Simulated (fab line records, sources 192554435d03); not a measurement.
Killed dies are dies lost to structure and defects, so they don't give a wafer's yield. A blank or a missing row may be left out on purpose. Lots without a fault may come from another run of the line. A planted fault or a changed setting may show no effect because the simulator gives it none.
Chamber matching | flow n5_finfet | N5_SDB_HM_DEP_00 on pecvd-04: 3 sister chambers
The step deposits SiNx from SiH4/NH3/N2, target thk 40 nm, time 35.3 s. 22 wafers are shown with their chamber, then 11 later ones without.

WAFERS WITH THEIR CHAMBER
wafer  | chamber | throttle_valve_pct (%) | showerhead_plenum_p_Torr (Torr) | heater_power_outer_w (W)
L074.2 | 0       | 38.3                   | 5.19                            | 428
L074.4 | 0       | 38.3                   | 5.17                            | 417
L074.6 | 1       | 43.7                   | 5.09                            | 474
L075.2 | 1       | 43.7                   | 5.11                            | 525
L075.5 | 1       | 43.7                   | 5.09                            | 524
L075.6 | 2       | 37.9                   | 5.09                            | 536
L077.2 | 0       | 38.5                   | 5.18                            | 399
L077.4 | 1       | 43.2                   | 5.09                            | 521
L077.5 | 2       | 37.8                   | 5.09                            | 549
L080.1 | 1       | 43.5                   | 5.11                            | 499
L080.3 | 2       | 37.6                   | 5.09                            | 452
L080.4 | 1       | 43.5                   | 5.12                            | 523
L081.3 | 2       | 37.7                   | 5.08                            | 553
L081.5 | 2       | 37.8                   | 5.08                            | 544
L081.6 | 0       | 38.3                   | 5.17                            | 415
L087.1 | 1       | 43.6                   | 5.10                            | 450
L087.2 | 2       | 38.1                   | 5.09                            | 499
L087.5 | 1       | 43.6                   | 5.11                            | 434
L088.1 | 0       | 38.4                   | 5.18                            | 359
L088.2 | 2       | 37.8                   | 5.08                            | 528
L088.4 | 2       | 38.1                   | 5.09                            | 539
L089.3 | 2       | 38.2                   | 5.09                            | 507

SIGNATURES (means of the wafers above)
reading                  | chamber 0 | chamber 1 | chamber 2 | scatter within a chamber
throttle_valve_pct       | 38.360    | 43.562    | 37.889    | 0.172
showerhead_plenum_p_Torr | 5.1780    | 5.1025    | 5.0867    | 0.00868
heater_power_outer_w     | 403.60    | 493.75    | 523.00    | 33
Rule: a wafer's distance from a chamber is the root of the sum, over the readings, of the square of ((its reading less the chamber's mean) divided by the reading's scatter). The wafer belongs to the nearest chamber; if the next one is less than 2 further off, it can't be placed. The scatter: the root of (the sum of the squares of (reading less its chamber's mean) over the shown wafers, divided by (wafers less chambers)).

WAFERS WITHOUT THEIR CHAMBER
wafer  | throttle_valve_pct (%) | showerhead_plenum_p_Torr (Torr) | heater_power_outer_w (W)
L089.4 | 38.1                   | 5.09                            | 520
L089.6 | 43.4                   | 5.09                            | 487
L090.2 | 43.4                   | 5.11                            | 495
L090.4 | 43.4                   | 5.11                            | 500
L090.5 | 38.4                   | 5.18                            | 351
L092.1 | 43.8                   | 5.09                            | 514
L092.3 | 38.3                   | 5.18                            | 427
L092.5 | 38.1                   | 5.19                            | 421
L096.1 | 38.1                   | 5.09                            | 507
L096.5 | 38.2                   | 5.09                            | 505
L096.6 | 38.4                   | 5.19                            | 370

WHICH CHAMBER EACH WENT THROUGH
wafer  | from the rows above | in truth
L089.4 | 2                   | 2
L089.6 | 1                   | 1
L090.2 | 1                   | 1
L090.4 | 1                   | 1
L090.5 | 0                   | 0
L092.1 | 1                   | 1
L092.3 | 0                   | 0
L092.5 | 0                   | 0
L096.1 | 2                   | 2
L096.5 | 2                   | 2
L096.6 | 0                   | 0
Placed correctly: 11 of 11. Can't be placed from these rows: 0. Placed wrongly: 0.
